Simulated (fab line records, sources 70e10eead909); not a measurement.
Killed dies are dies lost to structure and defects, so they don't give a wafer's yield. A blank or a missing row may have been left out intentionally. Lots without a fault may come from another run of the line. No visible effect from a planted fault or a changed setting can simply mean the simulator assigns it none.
Chamber matching || flow nand harc || rie diel-05 running NHARC_A_CONTACT_ETCH_75: 4 sister chambers
The step etches the open film in CF4, target depth 39 nm, time 65 s. 27 wafers are shown with their chamber, then 12 later ones without.

EACH WAFER AND ITS CHAMBER
{"wafer": "L075.2", "chamber": 0, "showerhead plenum p Torr (Torr)": 1.87, "drypump motor current A (A)": 5.5, "rf fwd power W (W)": 295.3}
{"wafer": "L075.5", "chamber": 1, "showerhead plenum p Torr (Torr)": 1.86, "drypump motor current A (A)": 6.6, "rf fwd power W (W)": 296.5}
{"wafer": "L075.6", "chamber": 0, "showerhead plenum p Torr (Torr)": 1.87, "drypump motor current A (A)": 5.5, "rf fwd power W (W)": 295.5}
{"wafer": "L077.2", "chamber": 2, "showerhead plenum p Torr (Torr)": 1.90, "drypump motor current A (A)": 5.7, "rf fwd power W (W)": 297.6}
{"wafer": "L077.3", "chamber": 0, "showerhead plenum p Torr (Torr)": 1.87, "drypump motor current A (A)": 5.4, "rf fwd power W (W)": 295.1}
{"wafer": "L077.6", "chamber": 1, "showerhead plenum p Torr (Torr)": 1.86, "drypump motor current A (A)": 6.6, "rf fwd power W (W)": 297.0}
{"wafer": "L078.1", "chamber": 2, "showerhead plenum p Torr (Torr)": 1.90, "drypump motor current A (A)": 5.7, "rf fwd power W (W)": 297.2}
{"wafer": "L078.3", "chamber": 0, "showerhead plenum p Torr (Torr)": 1.87, "drypump motor current A (A)": 5.4, "rf fwd power W (W)": 296.1}
{"wafer": "L078.5", "chamber": 1, "showerhead plenum p Torr (Torr)": 1.86, "drypump motor current A (A)": 6.6, "rf fwd power W (W)": 298.6}
{"wafer": "L079.2", "chamber": 3, "showerhead plenum p Torr (Torr)": 1.79, "drypump motor current A (A)": 5.8, "rf fwd power W (W)": 298.0}
{"wafer": "L079.5", "chamber": 3, "showerhead plenum p Torr (Torr)": 1.79, "drypump motor current A (A)": 5.8, "rf fwd power W (W)": 297.7}
{"wafer": "L079.6", "chamber": 0, "showerhead plenum p Torr (Torr)": 1.87, "drypump motor current A (A)": 5.5, "rf fwd power W (W)": 297.2}
{"wafer": "L081.3", "chamber": 2, "showerhead plenum p Torr (Torr)": 1.90, "drypump motor current A (A)": 5.7, "rf fwd power W (W)": 297.3}
{"wafer": "L081.4", "chamber": 0, "showerhead plenum p Torr (Torr)": 1.87, "drypump motor current A (A)": 5.5, "rf fwd power W (W)": 296.4}
{"wafer": "L081.6", "chamber": 1, "showerhead plenum p Torr (Torr)": 1.86, "drypump motor current A (A)": 6.5, "rf fwd power W (W)": 296.0}
{"wafer": "L082.1", "chamber": 1, "showerhead plenum p Torr (Torr)": 1.86, "drypump motor current A (A)": 6.6, "rf fwd power W (W)": 297.4}
{"wafer": "L082.4", "chamber": 2, "showerhead plenum p Torr (Torr)": 1.90, "drypump motor current A (A)": 5.7, "rf fwd power W (W)": 298.0}
{"wafer": "L082.6", "chamber": 0, "showerhead plenum p Torr (Torr)": 1.87, "drypump motor current A (A)": 5.5, "rf fwd power W (W)": 295.0}
{"wafer": "L080.1", "chamber": 0, "showerhead plenum p Torr (Torr)": 1.87, "drypump motor current A (A)": 5.4, "rf fwd power W (W)": 295.0}
{"wafer": "L080.3", "chamber": 2, "showerhead plenum p Torr (Torr)": 1.90, "drypump motor current A (A)": 5.7, "rf fwd power W (W)": 297.8}
{"wafer": "L080.5", "chamber": 1, "showerhead plenum p Torr (Torr)": 1.86, "drypump motor current A (A)": 6.5, "rf fwd power W (W)": 298.6}
{"wafer": "L084.2", "chamber": 3, "showerhead plenum p Torr (Torr)": 1.79, "drypump motor current A (A)": 5.9, "rf fwd power W (W)": 297.4}
{"wafer": "L084.3", "chamber": 2, "showerhead plenum p Torr (Torr)": 1.90, "drypump motor current A (A)": 5.7, "rf fwd power W (W)": 298.3}
{"wafer": "L084.5", "chamber": 3, "showerhead plenum p Torr (Torr)": 1.79, "drypump motor current A (A)": 5.9, "rf fwd power W (W)": 296.8}
{"wafer": "L087.1", "chamber": 1, "showerhead plenum p Torr (Torr)": 1.85, "drypump motor current A (A)": 6.6, "rf fwd power W (W)": 298.3}
{"wafer": "L087.2", "chamber": 3, "showerhead plenum p Torr (Torr)": 1.79, "drypump motor current A (A)": 5.9, "rf fwd power W (W)": 297.1}
{"wafer": "L087.6", "chamber": 1, "showerhead plenum p Torr (Torr)": 1.85, "drypump motor current A (A)": 6.6, "rf fwd power W (W)": 295.8}

SIGNATURES, as means of the wafers listed above
{"reading": "showerhead plenum p Torr", "chamber 0": 1.8700, "chamber 1": 1.8575, "chamber 2": 1.9000, "chamber 3": 1.7900, "scatter within a chamber": 0.00255}
{"reading": "drypump motor current A", "chamber 0": 5.463, "chamber 1": 6.575, "chamber 2": 5.700, "chamber 3": 5.860, "scatter within a chamber": 0.0446}
{"reading": "rf fwd power W", "chamber 0": 295.700, "chamber 1": 297.275, "chamber 2": 297.700, "chamber 3": 297.400, "scatter within a chamber": 0.815}
Rule: for a wafer and a chamber, the distance is found by dividing, reading by reading, the gap between the wafer's reading and the chamber's mean by the reading's scatter, squaring, summing and taking the root. The wafer belongs to the nearest chamber; if the next one is less than 2 further off, it can't be placed. The scatter: take each reading less its chamber's mean, square it, sum over the shown wafers, divide by the number of wafers less the number of chambers, and take the root.

WAFERS WHOSE CHAMBER IS MISSING
{"wafer": "L091.3", "showerhead plenum p Torr (Torr)": 1.86, "drypump motor current A (A)": 5.4, "rf fwd power W (W)": 297.7}
{"wafer": "L091.4", "showerhead plenum p Torr (Torr)": 1.79, "drypump motor current A (A)": 5.9, "rf fwd power W (W)": 297.6}
{"wafer": "L091.6", "showerhead plenum p Torr (Torr)": 1.86, "drypump motor current A (A)": 5.4, "rf fwd power W (W)": 295.7}
{"wafer": "L094.1", "showerhead plenum p Torr (Torr)": 1.86, "drypump motor current A (A)": 5.4, "rf fwd power W (W)": 295.4}
{"wafer": "L094.2", "showerhead plenum p Torr (Torr)": 1.85, "drypump motor current A (A)": 6.6, "rf fwd power W (W)": 294.8}
{"wafer": "L094.4", "showerhead plenum p Torr (Torr)": 1.90, "drypump motor current A (A)": 5.7, "rf fwd power W (W)": 296.5}
{"wafer": "L095.2", "showerhead plenum p Torr (Torr)": 1.85, "drypump motor current A (A)": 6.6, "rf fwd power W (W)": 297.1}
{"wafer": "L095.3", "showerhead plenum p Torr (Torr)": 1.79, "drypump motor current A (A)": 5.9, "rf fwd power W (W)": 295.9}
{"wafer": "L095.6", "showerhead plenum p Torr (Torr)": 1.85, "drypump motor current A (A)": 6.6, "rf fwd power W (W)": 296.5}
{"wafer": "L096.1", "showerhead plenum p Torr (Torr)": 1.86, "drypump motor current A (A)": 5.4, "rf fwd power W (W)": 295.2}
{"wafer": "L096.2", "showerhead plenum p Torr (Torr)": 1.85, "drypump motor current A (A)": 6.6, "rf fwd power W (W)": 297.4}
{"wafer": "L096.6", "showerhead plenum p Torr (Torr)": 1.86, "drypump motor current A (A)": 5.4, "rf fwd power W (W)": 294.3}

WHICH CHAMBER EACH ONE RAN IN
{"wafer": "L091.3", "from the rows above": 0, "in truth": 0}
{"wafer": "L091.4", "from the rows above": 3, "in truth": 3}
{"wafer": "L091.6", "from the rows above": 0, "in truth": 0}
{"wafer": "L094.1", "from the rows above": 0, "in truth": 0}
{"wafer": "L094.2", "from the rows above": 1, "in truth": 1}
{"wafer": "L094.4", "from the rows above": 2, "in truth": 2}
{"wafer": "L095.2", "from the rows above": 1, "in truth": 1}
{"wafer": "L095.3", "from the rows above": 3, "in truth": 3}
{"wafer": "L095.6", "from the rows above": 1, "in truth": 1}
{"wafer": "L096.1", "from the rows above": 0, "in truth": 0}
{"wafer": "L096.2", "from the rows above": 1, "in truth": 1}
{"wafer": "L096.6", "from the rows above": 0, "in truth": 0}
Placed correctly: 12 of 12. Number that these rows cannot place: 0. Placed wrongly: 0.
